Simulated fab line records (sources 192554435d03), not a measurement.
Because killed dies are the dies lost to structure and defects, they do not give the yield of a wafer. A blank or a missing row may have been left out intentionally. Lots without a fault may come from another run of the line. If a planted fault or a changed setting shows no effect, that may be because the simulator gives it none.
Chamber matching ; flow n5 finfet ; N5_BEOL_M12_ILD_DEP_00 on pecvd-03 has 3 sister chambers
The step deposits SiOC from DEMS/O2, target thk 658.92 nm, time 130.7 s. 3 wafers are shown with their chamber, then 7 later ones without.

## WAFERS, EACH WITH ITS CHAMBER
wafer;chamber;throttle valve pct (%)
L085.5;1;12.8
L086.1;2;10.9
L086.4;0;14.5

## WAFERS WHOSE CHAMBER IS MISSING
wafer;throttle valve pct (%)
L086.5;12.4
L092.2;11.0
L092.3;12.7
L092.6;10.7
L096.3;14.7
L096.4;10.7
L096.5;14.3

## WHICH CHAMBER EACH ONE RAN IN
wafer;from the rows above;in truth
L086.5;1;1
L092.2;2;2
L092.3;1;1
L092.6;2;2
L096.3;0;0
L096.4;2;2
L096.5;0;0
Placed correctly: 7 of 7. Can't be placed from these rows: 0. 0 placed wrongly.
How it was worked out, from the rows above alone: a wafer's distance from a chamber is the root of the sum, over the readings, of the square of ((its reading less the chamber's mean) divided by the reading's scatter). If the next closest chamber is less than 2 further off than the closest, the wafer can't be placed; otherwise it belongs to the closest. A chamber's mean is the mean of its shown wafers. The scatter (one wafer shown for each chamber): square how far every hidden wafer sits from the nearest shown wafer, average those squares and take the square root.
